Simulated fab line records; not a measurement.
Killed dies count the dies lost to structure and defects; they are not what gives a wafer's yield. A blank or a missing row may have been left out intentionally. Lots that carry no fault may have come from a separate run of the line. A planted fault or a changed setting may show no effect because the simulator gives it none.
fab line records | flow n5-finfet
[record] lots = 6 | wafers = 17 | last-day = 17
route steps=1938 shown FIN_SAQP@103 BEOL_M4@1111 PASSIVATION@1936
lots that met no fault: taken from a fault-free run of the same line
start-h: hours from the record's first day to the start of the lot's first wafer shown | wait-h: time in hours since the lot's previous step | " as in the row above | L1.1+2: several wafers, shown together as one row | - no value, or no start given | * or withheld: withheld | < > ~ a bound
route shown NAME@n: a module of which the file shows steps, and the number in the route of the first | usual: average and standard deviation across the fault-free wafers | same: alike in all rows | chamber/n: place in a boat | sites: readings site by site | _std_site: the standard deviation of these | _edge_site: outer sites' mean less inner sites' | radius-mm: for every site, how far away it sits from the centre of the wafer | mask NAME#n: copy n | behind: tool/chamber where the wafer was last shaped | hold: why the lot went on hold/how many hours it stayed there/how the hold came to an end | device: transistor that didn't switch, given as n, p or np | end of line: tests run on the same wafers once the route is complete | where a step has no rows: the recipe by itself | killed: dies that structure and defects cost at the first sort, which is not the same as the wafer's yield | map: a wafer's dies, marking killed ones x, the rest . and places with no die _
set.NAME: the setting the step ran with; set.NAME@STEP: the setting that earlier step ran with | model.NAME: the simulator's own value behind a step, which no gauge read
lots at some steps of the route; a table a step, a row a wafer
services: the hour from which a tool's chamber was out of use, counted from the record's first day as start-h (under 0 if before that day), plus the number of hours and why
[[steps]]
[step N5_FIN_SAQP_COAT_49]
[recipe] resist = SOC | temp-c = 250 | time-s = 60 | spin-rpm = 1500 | resist-thk-nm = 100
[step N5_FIN_SAQP_COAT_50]
[recipe] resist = SiARC | temp-c = 220 | time-s = 60 | spin-rpm = 1500 | resist-thk-nm = 35
[step N5_FIN_SAQP_COAT_10]
[recipe] resist = CAR-ArF | spin-rpm = 1500 | resist-thk-nm = 90
[step N5_FIN_SAQP_EBR_12]
[recipe] solvent = PGMEA | ebr-width-mm = 1.5
[step N5_FIN_SAQP_SOFTBAKE_11]
[recipe] temp-c = 110 | time-s = 60 | resist = CAR-ArF
[step N5_FIN_SAQP_EXPOSE_13]
[recipe] mask-id = FIN_CORE | na = 1.35 | source-shape = dipole | sigma-inner = 0.538 | sigma-outer = 0.738 | polarization = te | target-cd-nm = 35.6 | dose-mj = 63.25
[step N5_FIN_SAQP_PEB_14]
[recipe] peb-temp-c = withheld | peb-time-s = 60 | resist = CAR-ArF
[step N5_FIN_SAQP_DEVELOP_15]
[recipe] develop-time-s = 30 | developer = TMAH | resist = CAR-ArF | dev-temp-c = 23 | rinse-liquid = diw | dry = air-spin
[step N5_FIN_SAQP_CD_MEAS_16]
[recipe] target-cd-nm = 35.6 | landing-energy-ev = 500 | detector = se-inlens
[usual] cd-nm = 35.6/0.33
lot.wafer | tool      | chamber | start-h | wait-h | cd-nm
L197.1    | cd-sem-02 | 0       | 34.50   | -      | 35.6
L197.2    | "         | 0       | "       | "      | 35.9
L197.4    | "         | 0       | "       | "      | 35.4
L199.1    | cd-sem-01 | 0       | 46.66   | -      | 35.5
L199.5    | "         | 0       | "       | "      | 35.5
L199.6    | "         | 0       | "       | "      | 35.5
L200.1    | cd-sem-01 | 0       | 53.39   | -      | 36.1
L200.4    | "         | 0       | "       | "      | 36.0
L200.5    | "         | 0       | "       | "      | 35.2
L203.4    | cd-sem-01 | 0       | 69.92   | -      | 35.6
L203.6    | "         | 0       | "       | "      | 35.8
L208.3    | cd-sem-03 | 0       | 102.06  | -      | 35.4
L208.5    | "         | 0       | "       | "      | 35.5
L208.6    | "         | 0       | "       | "      | 35.0
L218.1    | cd-sem-03 | 0       | 159.94  | -      | 35.2
L218.2    | "         | 0       | "       | "      | 35.1
L218.4    | "         | 0       | "       | "      | 35.4
[step N5_FIN_SAQP_OVL_MEAS_17]
[recipe] points-per-wafer = 44
[usual] FIN_CORE_OVL = -0.9/0.88
lot.wafer | tool       | chamber | start-h | wait-h | FIN_CORE_OVL[nm]
L197.1    | overlay-01 | 0       | 34.54   | 0.0    | -1.1
L197.2    | "          | 0       | "       | "      | -2.4
L197.4    | "          | 0       | "       | "      | -0.5
L199.1    | overlay-01 | 0       | 46.70   | 0.0    | -0.2
L199.5    | "          | 0       | "       | "      | -1.6
L199.6    | "          | 0       | "       | "      | -1.6
L200.1    | overlay-02 | 0       | 53.43   | 0.0    | -0.3
L200.4    | "          | 0       | "       | "      | -0.7
L200.5    | "          | 0       | "       | "      | -0.8
L203.4    | overlay-02 | 0       | 69.95   | 0.0    | -0.5
L203.6    | "          | 0       | "       | "      | -1.6
L208.3    | overlay-02 | 0       | 102.10  | 0.0    | -1.3
L208.5    | "          | 0       | "       | "      | -0.2
L208.6    | "          | 0       | "       | "      | -0.4
L218.1    | overlay-01 | 0       | 159.98  | 0.0    | -0.4
L218.2    | "          | 0       | "       | "      | 0.3
L218.4    | "          | 0       | "       | "      | -1.2
[step N5_FIN_SAQP_INSPECT_18]
[recipe] mode = adi | inspect-instrument = brightfield
[usual] raw-defect-count = 396/110
lot.wafer | tool              | chamber | start-h | wait-h | raw-defect-count
L197.1    | defect-inspect-01 | -       | 34.56   | 0.0    | 408
L197.2    | "                 | -       | "       | "      | 269
L197.4    | "                 | -       | "       | "      | 603
L199.1    | defect-inspect-01 | -       | 46.72   | 0.0    | 306
L199.5    | "                 | -       | "       | "      | 286
L199.6    | "                 | -       | "       | "      | 362
L200.1    | defect-inspect-02 | -       | 53.45   | 0.0    | 404
L200.4    | "                 | -       | "       | "      | 375
L200.5    | "                 | -       | "       | "      | 325
L203.4    | defect-inspect-01 | -       | 69.97   | 0.0    | 226
L203.6    | "                 | -       | "       | "      | 378
L208.3    | defect-inspect-02 | -       | 102.12  | 0.0    | 323
L208.5    | "                 | -       | "       | "      | 302
L208.6    | "                 | -       | "       | "      | 520
L218.1    | defect-inspect-02 | -       | 160.00  | 0.0    | 354
L218.2    | "                 | -       | "       | "      | 270
L218.4    | "                 | -       | "       | "      | 402
[step N5_FIN_SAQP_DESCUM_21]
[recipe] chemistry = O2 | time-s = 7.9 | source-power-w = 50 | bias-power-w = 20 | pressure-mtorr = 20 | rf-frequency-hz = 2.712e+07 | temp-c = 40 | resist = CAR-ArF | o2-flow-sccm = 225
[usual] drypump-motor-current-A = 5.5/0.36 | oes-product-au = 0.79/0.084 | rf-vpp-V = 243.3/1.4 | showerhead-plenum-p-Torr = 2.10/0.082 | throttle-valve-pct = 20.45/0.22
lot.wafer | tool        | chamber | start-h | wait-h | drypump-motor-current-A | oes-product-au | rf-hours-counter-h | rf-vpp-V | showerhead-plenum-p-Torr | throttle-valve-pct
L197.1    | rie-diel-01 | 1       | 34.60   | 0.0    | 5.2                     | 0.82           | 99                 | 244.1    | 2.09                     | 20.33
L197.2    | "           | 2       | "       | "      | 5.4                     | 0.93           | 16                 | 243.2    | 2.18                     | 20.57
L197.4    | "           | 3       | "       | "      | 5.9                     | 0.75           | 151                | 244.5    | 2.21                     | 20.66
L199.1    | rie-diel-01 | 2       | 46.75   | 0.0    | 5.4                     | 0.92           | 19                 | 242.4    | 2.18                     | 20.57
L199.5    | "           | 1       | "       | "      | 5.2                     | 0.80           | -                  | 245.2    | 2.08                     | 20.33
L199.6    | "           | 0       | "       | "      | 6.0                     | 0.70           | -                  | 242.1    | 2.03                     | 20.48
L200.1    | rie-diel-01 | 3       | 53.60   | 0.1    | 5.9                     | 0.74           | 158                | 244.5    | 2.21                     | 20.66
L200.4    | "           | 3       | "       | "      | 5.9                     | 0.75           | -                  | 246.3    | 2.21                     | 20.66
L200.5    | "           | 2       | "       | "      | 5.4                     | 0.91           | -                  | 244.5    | 2.18                     | 20.58
L203.4    | rie-diel-01 | 2       | 70.02   | 0.0    | 5.4                     | 0.90           | -                  | 244.3    | 2.18                     | 20.61
L203.6    | "           | 1       | "       | "      | 5.2                     | 0.80           | -                  | 244.0    | 2.08                     | 20.34
L208.3    | rie-diel-04 | 0       | 102.16  | 0.0    | 6.0                     | 0.68           | 236                | 244.2    | 2.15                     | 20.37
L208.5    | "           | 1       | "       | "      | 5.6                     | 0.71           | -                  | 241.1    | 1.96                     | 20.26
L208.6    | "           | 2       | "       | "      | 5.7                     | 0.73           | -                  | 242.6    | 2.14                     | 20.59
L218.1    | rie-diel-01 | 0       | 160.14  | 0.1    | 6.0                     | 0.94           | 31                 | 242.7    | 2.02                     | 20.00
L218.2    | "           | 2       | "       | "      | 5.4                     | 0.84           | 62                 | 244.1    | 2.17                     | 20.66
L218.4    | "           | 1       | "       | "      | 5.2                     | 0.77           | 144                | 243.9    | 2.07                     | 20.39
[step N5_FIN_SAQP_ETCH_51]
[recipe] chemistry = CF4 | target = SiARC | target-depth-a = 455 | mask-material = CAR-ArF | time-s = 75.8 | ion-energy-ev = 80 | pressure-mtorr = 40 | source-w = 545 | bias-w = 36 | Ar_flow_sccm = 100 | cf4-flow-sccm = 100 | ends = cleared
[usual] drypump-motor-current-A = 5.5/0.36 | etch-rf-on-time-s = 76.7/2.6 | oes-product-au = 0.66/0.072 | rf-vpp-V = 184.2/1.2 | showerhead-plenum-p-Torr = 2.15/0.063 | throttle-valve-pct = 15.60/0.19
lot.wafer | tool        | chamber | start-h | wait-h | drypump-motor-current-A | etch-rf-on-time-s | oes-product-au | rf-hours-counter-h | rf-vpp-V | showerhead-plenum-p-Torr | throttle-valve-pct
L197.1    | rie-diel-01 | 1       | 34.63   | 0.0    | 5.2                     | 77.4              | 0.68           | 99                 | 186.1    | 2.15                     | 15.56
L197.2    | "           | 2       | "       | "      | 5.4                     | 74.0              | 0.81           | 16                 | 182.8    | 2.18                     | 15.33
L197.4    | "           | 3       | "       | "      | 5.9                     | 78.3              | 0.63           | 151                | 185.8    | 2.22                     | 15.62
L199.1    | rie-diel-01 | 2       | 46.79   | 0.0    | 5.4                     | 73.5              | 0.79           | 19                 | 183.5    | 2.18                     | 15.33
L199.5    | "           | 1       | "       | "      | 5.2                     | 77.3              | 0.67           | -                  | 183.6    | 2.14                     | 15.60
L199.6    | "           | 0       | "       | "      | 6.0                     | 78.7              | 0.58           | -                  | 186.4    | 2.12                     | 15.84
L200.1    | rie-diel-01 | 3       | 53.64   | 0.0    | 5.9                     | 78.7              | 0.63           | 158                | 185.1    | 2.22                     | 15.63
L200.4    | "           | 3       | "       | "      | 5.9                     | 129.4             | 0.55           | -                  | 186.4    | 2.22                     | 15.65
L200.5    | "           | 2       | "       | "      | 5.4                     | 73.5              | 0.79           | -                  | 184.5    | 2.18                     | 15.35
L203.4    | rie-diel-01 | 2       | 70.07   | 0.0    | 5.4                     | 121.8             | 0.66           | -                  | 182.7    | 2.18                     | 15.36
L203.6    | "           | 1       | "       | "      | 5.2                     | 129.1             | 0.58           | -                  | 184.9    | 2.14                     | 15.60
L208.3    | rie-diel-04 | 0       | 102.19  | 0.0    | 6.0                     | 79.4              | 0.58           | 236                | 184.9    | 2.20                     | 15.69
L208.5    | "           | 1       | "       | "      | 5.6                     | 78.4              | 0.59           | -                  | 183.9    | 2.03                     | 15.71
L208.6    | "           | 2       | "       | "      | 5.7                     | 78.8              | 0.60           | -                  | 184.8    | 2.22                     | 16.00
L218.1    | rie-diel-01 | 0       | 160.17  | 0.0    | 6.0                     | 78.5              | 0.77           | 31                 | 182.0    | 2.10                     | 15.37
L218.2    | "           | 2       | "       | "      | 5.4                     | 73.7              | 0.73           | 62                 | 183.9    | 2.17                     | 15.43
L218.4    | "           | 1       | "       | "      | 5.2                     | 78.3              | 0.63           | 144                | 183.3    | 2.13                     | 15.66
[step N5_FIN_SAQP_ETCH_52]
[recipe] chemistry = N2/H2 | target = SOC | target-depth-a = 1000 | overetch-a = 200 | mask-material = SiARC | temp-c = 40 | time-s = 150 | ion-energy-ev = 200 | pressure-mtorr = 30 | source-w = 840 | bias-w = 150 | n2-flow-sccm = 200 | h2-flow-sccm = 200 | ends = end-point
[usual] drypump-motor-current-A = 5.6/0.37 | oes-product-au = 0.70/0.072 | rf-vpp-V = 524.1/2.4 | showerhead-plenum-p-Torr = 2.55/0.077 | throttle-valve-pct = 17.80/0.21
lot.wafer | tool        | chamber | start-h | wait-h | drypump-motor-current-A | oes-product-au | rf-hours-counter-h | rf-vpp-V | showerhead-plenum-p-Torr | throttle-valve-pct
L197.1    | rie-diel-01 | 1       | 34.69   | 0.0    | 5.2                     | 0.71           | 99                 | 523.6    | 2.56                     | 17.83
L197.2    | "           | 2       | "       | "      | 5.4                     | 0.83           | 16                 | 525.6    | 2.58                     | 17.45
L197.4    | "           | 3       | "       | "      | 6.0                     | 0.67           | 151                | 527.2    | 2.66                     | 17.92
L199.1    | rie-diel-01 | 2       | 46.85   | 0.0    | 5.4                     | 0.82           | 19                 | 525.1    | 2.58                     | 17.47
L199.5    | "           | 1       | "       | "      | 5.2                     | 0.71           | -                  | 524.1    | 2.56                     | 17.82
L199.6    | "           | 0       | "       | "      | 6.0                     | 0.62           | -                  | 521.0    | 2.48                     | 17.98
L200.1    | rie-diel-01 | 3       | 53.69   | 0.0    | 5.9                     | 0.66           | 158                | 526.7    | 2.65                     | 17.91
L200.4    | "           | 3       | "       | "      | 5.9                     | 0.67           | -                  | 526.5    | 2.65                     | 17.92
L200.5    | "           | 2       | "       | "      | 5.4                     | 0.82           | -                  | 526.6    | 2.58                     | 17.47
L203.4    | rie-diel-01 | 2       | 70.14   | 0.0    | 5.4                     | 0.81           | -                  | 525.0    | 2.58                     | 17.47
L203.6    | "           | 1       | "       | "      | 5.2                     | 0.70           | -                  | 525.2    | 2.55                     | 17.84
L208.3    | rie-diel-04 | 0       | 102.25  | 0.0    | 6.0                     | 0.62           | 236                | 525.9    | 2.61                     | 17.82
L208.5    | "           | 1       | "       | "      | 5.6                     | 0.64           | -                  | 521.1    | 2.43                     | 18.02
L208.6    | "           | 2       | "       | "      | 5.7                     | 0.65           | -                  | 525.1    | 2.59                     | 17.94
L218.1    | rie-diel-01 | 0       | 160.23  | 0.0    | 6.0                     | 0.82           | 31                 | 522.4    | 2.47                     | 17.52
L218.2    | "           | 2       | "       | "      | 5.4                     | 0.76           | 62                 | 524.9    | 2.57                     | 17.53
L218.4    | "           | 1       | "       | "      | 5.2                     | 0.68           | 144                | 523.2    | 2.54                     | 17.88
[step N5_BEOL_M4_RC_MEAS_101]
[usual] DIBL_N = 36.1/2 | DIBL_P = 36.3/2.4 | IOFF_N = 0.15/0.035 | IOFF_P = 0.21/0.039 | ION_N = 672/15 | ION_P = 463/9.7 | SS_N = 71.5/0.7 | SS_P = 73.2/0.75 | VT_N = 251/3.6 | VT_P = -250/3.8
lot.wafer | tool      | chamber | start-h | wait-h | DIBL_N[mV/V] | DIBL_P[mV/V] | IOFF_N[nA/um] | IOFF_P[nA/um] | ION_N[uA/um] | ION_P[uA/um] | SS_N[mV/dec] | SS_P[mV/dec] | VT_N[mV] | VT_P[mV]
L197.1    | prober-01 | 0       | 176.20  | 0.0    | 35.5         | 36.0         | 0.14          | 0.22          | 659          | 460          | 71.7         | 73.3         | 250      | -245
L197.2    | "         | 0       | "       | "      | 32.9         | 33.8         | 0.11          | 0.19          | 667          | 471          | 70.3         | 72.6         | 255      | -250
L197.4    | "         | 0       | "       | "      | 36.2         | 37.9         | 0.18          | 0.25          | 696          | 482          | 71.8         | 73.1         | 245      | -245
L200.1    | prober-02 | 0       | 195.35  | 0.0    | 35.2         | 36.9         | 0.16          | 0.24          | 674          | 472          | 71.2         | 73.0         | 247      | -245
L200.4    | "         | 0       | "       | "      | 36.0         | 36.6         | 0.16          | 0.23          | 685          | 475          | 71.6         | 72.9         | 250      | -248
L200.5    | "         | 0       | "       | "      | 34.9         | 35.3         | 0.13          | 0.20          | 667          | 463          | 71.5         | 72.3         | 252      | -247
L199.1    | prober-01 | 0       | 195.89  | 0.0    | 32.8         | 34.1         | 0.11          | 0.17          | 658          | 454          | 70.9         | 72.7         | 254      | -253
L199.5    | "         | 0       | "       | "      | 36.6         | 38.6         | 0.17          | 0.23          | 672          | 458          | 71.7         | 73.2         | 248      | -250
L199.6    | "         | 0       | "       | "      | 34.1         | 34.9         | 0.11          | 0.17          | 646          | 450          | 70.0         | 73.2         | 255      | -254
L203.4    | prober-02 | 0       | 215.01  | 0.7    | 37.8         | 37.5         | 0.16          | 0.19          | 674          | 456          | 72.5         | 73.3         | 252      | -255
L203.6    | "         | 0       | "       | "      | 37.2         | 37.5         | 0.16          | 0.19          | 692          | 467          | 71.8         | 73.2         | 250      | -254
L208.3    | prober-01 | 0       | 252.73  | 0.3    | 37.6         | 38.2         | 0.20          | 0.26          | 683          | 467          | 71.0         | 74.0         | 246      | -246
L208.5    | "         | 0       | "       | "      | 35.7         | 35.8         | 0.15          | 0.22          | 678          | 473          | 70.3         | 73.6         | 251      | -250
L208.6    | "         | 0       | "       | "      | 34.6         | 34.8         | 0.14          | 0.20          | 672          | 464          | 69.9         | 73.4         | 250      | -248
L218.1    | prober-02 | 0       | 306.59  | 0.0    | 37.4         | 37.0         | 0.18          | 0.25          | 682          | 466          | 71.8         | 73.7         | 247      | -246
L218.2    | "         | 0       | "       | "      | 34.5         | 33.2         | 0.13          | 0.19          | 672          | 467          | 70.8         | 72.8         | 253      | -248
L218.4    | "         | 0       | "       | "      | 35.6         | 34.8         | 0.14          | 0.21          | 681          | 475          | 71.1         | 73.0         | 249      | -248
[step N5_PASSIVATION_PROBE_49]
[usual] defect-limited-yield = 91.1/1.6 | killed_at_M0_to_M3 = 35/11 | killed_at_M4_up = 13/5.4 | killed-at-contacts = 13/6.5 | killed-at-front-end = 40/14 | killed-at-other = 4/3.1 | killed-dies = 105/18 | killed-open = 69/14 | killed-short = 34/7.3 | sort_bin_5_function = 5.2/0.96 | sort_bin_6_memory = 3.4/0.77 | sort-n-pass = 1075/19 | sort-yield-pct = 91.1/1.6
[same] gross-dies = 1180 | killed-at-back-side = 0 | sort_bin_4_leakage[%] = 0 | sort_bin_8_speed[%] = 0
lot.wafer | tool      | chamber | start-h | wait-h | defect-limited-yield[%] | killed_at_M0_to_M3 | killed_at_M4_up | killed-at-contacts | killed-at-front-end | killed-at-other | killed-dies | killed-open | killed-short | sort_bin_5_function[%] | sort_bin_6_memory[%] | sort-n-pass | sort-yield-pct[%]
L197.1    | prober-01 | -       | 281.59  | 0.0    | 93.2                    | 29                 | 12              | 3                  | 34                  | 2               | 80          | 49          | 30           | 3.8                    | 2.7                  | 1100        | 93.2
L197.2    | prober-01 | -       | 281.64  | 0.1    | 90.8                    | 29                 | 18              | 13                 | 41                  | 7               | 108         | 64          | 42           | 5.6                    | 3.4                  | 1072        | 90.8
L197.4    | prober-01 | -       | 281.74  | 0.2    | 93.1                    | 37                 | 7               | 8                  | 26                  | 4               | 82          | 52          | 29           | 4.6                    | 2.2                  | 1098        | 93.1
L199.1    | prober-02 | -       | 303.50  | 0.0    | 91.9                    | 30                 | 7               | 9                  | 49                  | 0               | 95          | 61          | 31           | 4.5                    | 3.3                  | 1085        | 91.9
L199.5    | prober-02 | -       | 303.70  | 0.2    | 92.0                    | 42                 | 4               | 10                 | 28                  | 10              | 94          | 60          | 32           | 4.5                    | 3.4                  | 1086        | 92.0
L199.6    | prober-02 | -       | 303.75  | 0.3    | 92.8                    | 31                 | 10              | 8                  | 33                  | 3               | 85          | 57          | 27           | 4.3                    | 2.5                  | 1095        | 92.8
// killed by level:class
L197.1 BEOL_M0_SAQP:geometric-particle:short=9 FIN_SAQP:geometric-particle:open=7 GATE_CUT:geometric-particle:short=7 BEOL_M0_SAQP:geometric-particle:open=7 FIN_SAQP:geometric-particle:short=6 BEOL_M2:geometric-particle:open=6 BEOL_M3:geometric-particle:open=4 BEOL_M4:geometric-particle:open=4
L197.2 MOL_CONTACT_COAG:geometric-particle:open=10 FIN_SAQP:geometric-particle:open=9 FIN_SAQP:geometric-particle:short=6 BEOL_M3:geometric-particle:open=6 BEOL_M0_SAQP:geometric-particle:short=6 ILD0:geometric-particle:short=5 STI_FIN_REVEAL:geometric-particle:open=4 BEOL_M2:geometric-particle:open=4
L197.4 BEOL_M0_SAQP:geometric-particle:short=11 BEOL_M0_SAQP:geometric-particle:open=8 MOL_CONTACT_COAG:geometric-particle:open=7 BEOL_M3:geometric-particle:open=6 DUMMY_GATE:geometric-particle:open=5 BEOL_M1:geometric-particle:open=5 ILD0:geometric-particle:open=4 BEOL_M2:geometric-particle:open=4
L199.1 FIN_SAQP:geometric-particle:open=12 FIN_SAQP:geometric-particle:short=10 STI_FIN_REVEAL:geometric-particle:open=10 BEOL_M0_SAQP:geometric-particle:short=10 BEOL_M0_SAQP:geometric-particle:open=8 MOL_CONTACT_COAG:geometric-particle:open=7 DUMMY_GATE:geometric-particle:open=5 BEOL_M3:geometric-particle:open=4
L199.5 BEOL_M3:geometric-particle:open=11 MOL_CONTACT_COAG:geometric-particle:open=8 BEOL_M0_SAQP:geometric-particle:short=8 FIN_SAQP:geometric-particle:open=6 BEOL_M1:geometric-particle:open=6 DUMMY_GATE:geometric-particle:open=5 BEOL_M0_SAQP:geometric-particle:open=5 BEOL_M2:geometric-particle:open=5
L199.6 STI_FIN_REVEAL:geometric-particle:open=10 BEOL_M0_SAQP:geometric-particle:open=9 BEOL_M0_SAQP:geometric-particle:short=6 BEOL_M3:geometric-particle:open=6 FIN_SAQP:geometric-particle:open=5 FIN_SAQP:geometric-particle:short=5 MOL_CONTACT_COAG:geometric-particle:open=5 STI_FIN_REVEAL:geometric-particle:short=3
[[services]]
tool        | chamber | start-h | hours | kind
rie-diel-04 | 1       | 40.26   | 9.4   | repair
rie-diel-01 | -       | 42.74   | 2.8   | pm
rie-diel-01 | 0       | 53.24   | -     | clean
rie-diel-01 | 0       | 53.24   | -     | consumable-replace:focus-ring
rie-diel-01 | 0       | 53.24   | 17.3  | scheduled-down
rie-diel-01 | 0       | 53.24   | 17.3  | vent-cycle
rie-diel-04 | -       | 64.98   | 1.1   | repair
rie-diel-01 | 1       | 81.27   | 3.3   | repair
rie-diel-04 | 0       | 146.67  | -     | clean
rie-diel-04 | 0       | 146.67  | -     | consumable-replace:focus-ring
rie-diel-04 | 0       | 146.67  | 13.9  | scheduled-down
rie-diel-04 | 0       | 146.67  | 13.9  | vent-cycle
[[key]]
[first-sign] step = N5_FIN_SAQP_ETCH_51 | reading = etch-rf-on-time-s | direction = up | sigmas = 19 | usual = * | struck = *
effect none on later readings
met-at N5_FIN_SAQP_ETCH_51
struck-wafers L200.4,L203.4,L203.6
onset-between 46.79 53.64
[fault] kind = process-parameter-drift | tool = rie-diel-01 | chamber = - | onset-h = 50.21 | steps = N5_FIN_SAQP_ETCH_51 | channel = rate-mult | offset = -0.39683 | shape = step | end-h = 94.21 | scope = struck-wafers-only
